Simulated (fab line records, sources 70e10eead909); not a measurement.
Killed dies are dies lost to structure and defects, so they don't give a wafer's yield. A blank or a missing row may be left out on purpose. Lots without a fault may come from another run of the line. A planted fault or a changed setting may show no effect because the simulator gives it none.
Chamber matching | flow nand_harc | NHARC_A_STAIRCASE_ETCH_169 on rie_diel-13: 4 sister chambers
The step etches the open film in CH3F/O2, target depth 50 nm, time 107.1 s. 16 wafers are shown with their chamber, then 8 later ones without.

WAFERS WITH THEIR CHAMBER
wafer  | chamber | showerhead_plenum_p_Torr (Torr) | drypump_motor_current_A (A) | run_length_s (s)
L699.1 | 0       | 2.46                            | 5.7                         | 127.5
L699.5 | 3       | 2.42                            | 6.2                         | 128.4
L699.6 | 2       | 2.34                            | 5.9                         | 128.5
L711.3 | 1       | 2.42                            | 6.6                         | 128.2
L711.5 | 1       | 2.42                            | 6.6                         | 128.2
L711.6 | 0       | 2.46                            | 5.7                         | 127.3
L709.1 | 0       | 2.46                            | 5.7                         | 127.9
L709.5 | 1       | 2.42                            | 6.6                         | 128.3
L709.6 | 0       | 2.46                            | 5.7                         | 128.0
L713.1 | 1       | 2.42                            | 6.6                         | 128.3
L713.2 | 2       | 2.34                            | 5.8                         | 129.0
L713.5 | 2       | 2.34                            | 5.8                         | 128.5
L714.1 | 3       | 2.41                            | 6.2                         | 129.0
L714.3 | 0       | 2.46                            | 5.7                         | 127.9
L714.6 | 1       | 2.42                            | 6.6                         | 128.6
L718.1 | 1       | 2.42                            | 6.6                         | 128.5

SIGNATURES (means of the wafers above)
reading                  | chamber 0 | chamber 1 | chamber 2 | chamber 3 | scatter within a chamber
showerhead_plenum_p_Torr | 2.4600    | 2.4200    | 2.3400    | 2.4150    | 0.00204
drypump_motor_current_A  | 5.700     | 6.600     | 5.833     | 6.200     | 0.0236
run_length_s             | 127.720   | 128.350   | 128.667   | 128.700   | 0.266
Rule: a wafer's distance from a chamber is the root of the sum, over the readings, of the square of ((its reading less the chamber's mean) divided by the reading's scatter). The wafer belongs to the nearest chamber; if the next one is less than 2 further off, it can't be placed. The scatter: the root of (the sum of the squares of (reading less its chamber's mean) over the shown wafers, divided by (wafers less chambers)).

WAFERS WITHOUT THEIR CHAMBER
wafer  | showerhead_plenum_p_Torr (Torr) | drypump_motor_current_A (A) | run_length_s (s)
L718.3 | 2.33                            | 5.9                         | 128.6
L718.4 | 2.41                            | 6.2                         | 128.9
L717.1 | 2.42                            | 6.7                         | 128.4
L717.3 | 2.33                            | 5.9                         | 128.9
L717.4 | 2.33                            | 5.9                         | 128.8
L715.1 | 2.42                            | 6.6                         | 128.9
L715.5 | 2.45                            | 5.7                         | 127.4
L715.6 | 2.42                            | 6.6                         | 128.5

WHICH CHAMBER EACH WENT THROUGH
wafer  | from the rows above | in truth
L718.3 | 2                   | 2
L718.4 | 3                   | 3
L717.1 | 1                   | 1
L717.3 | 2                   | 2
L717.4 | 2                   | 2
L715.1 | 1                   | 1
L715.5 | 0                   | 0
L715.6 | 1                   | 1
Placed correctly: 8 of 8. Can't be placed from these rows: 0. Placed wrongly: 0.
